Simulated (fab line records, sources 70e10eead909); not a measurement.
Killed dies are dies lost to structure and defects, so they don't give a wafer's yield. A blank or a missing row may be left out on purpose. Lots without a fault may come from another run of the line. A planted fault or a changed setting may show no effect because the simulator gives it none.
Chamber matching | flow nand_harc | NHARC_P_M2_STRIP_18 on rie_diel-01: 4 sister chambers
The step strips in N2/H2. 16 wafers are shown with their chamber, then 8 later ones without.

WAFERS WITH THEIR CHAMBER
wafer  | chamber | drypump_motor_current_A (A) | showerhead_plenum_p_Torr (Torr) | oes_product_au (a.u.)
L074.3 | 2       | 5.1                         | 1.99                            | 1.017
L074.4 | 1       | 5.4                         | 2.15                            | 1.010
L074.5 | 1       | 5.4                         | 2.15                            | 1.016
L088.1 | 3       | 6.2                         | 1.98                            | 0.998
L088.2 | 0       | 5.7                         | 2.03                            | 0.993
L088.5 | 0       | 5.7                         | 2.03                            | 1.004
L090.2 | 1       | 5.4                         | 2.14                            | 1.019
L090.5 | 1       | 5.4                         | 2.14                            | 1.018
L090.6 | 0       | 5.6                         | 2.03                            | 0.998
L092.1 | 1       | 5.4                         | 2.14                            | 1.014
L092.3 | 0       | 5.7                         | 2.03                            | 1.003
L092.4 | 3       | 6.2                         | 1.98                            | 1.004
L093.1 | 0       | 5.7                         | 2.03                            | 0.994
L093.2 | 3       | 6.2                         | 1.98                            | 1.001
L093.5 | 2       | 5.1                         | 1.98                            | 1.005
L094.1 | 3       | 6.2                         | 1.98                            | 0.993

SIGNATURES (means of the wafers above)
reading                  | chamber 0 | chamber 1 | chamber 2 | chamber 3 | scatter within a chamber
drypump_motor_current_A  | 5.680     | 5.400     | 5.100     | 6.200     | 0.0258
showerhead_plenum_p_Torr | 2.0300    | 2.1440    | 1.9850    | 1.9800    | 0.00376
oes_product_au           | 0.99840   | 1.01540   | 1.01100   | 0.99900   | 0.00492
Rule: a wafer's distance from a chamber is the root of the sum, over the readings, of the square of ((its reading less the chamber's mean) divided by the reading's scatter). The wafer belongs to the nearest chamber; if the next one is less than 2 further off, it can't be placed. The scatter: the root of (the sum of the squares of (reading less its chamber's mean) over the shown wafers, divided by (wafers less chambers)).

WAFERS WITHOUT THEIR CHAMBER
wafer  | drypump_motor_current_A (A) | showerhead_plenum_p_Torr (Torr) | oes_product_au (a.u.)
L094.2 | 5.6                         | 2.03                            | 0.996
L094.3 | 5.1                         | 1.98                            | 1.013
L095.2 | 5.4                         | 2.14                            | 1.009
L095.3 | 6.2                         | 1.98                            | 1.014
L095.6 | 5.7                         | 2.03                            | 0.996
L096.2 | 5.1                         | 1.98                            | 1.001
L096.3 | 5.4                         | 2.14                            | 1.002
L096.6 | 5.4                         | 2.14                            | 0.997

WHICH CHAMBER EACH WENT THROUGH
wafer  | from the rows above | in truth
L094.2 | 0                   | 0
L094.3 | 2                   | 2
L095.2 | 1                   | 1
L095.3 | 3                   | 3
L095.6 | 0                   | 0
L096.2 | 2                   | 2
L096.3 | 1                   | 1
L096.6 | 1                   | 1
Placed correctly: 8 of 8. Can't be placed from these rows: 0. Placed wrongly: 0.
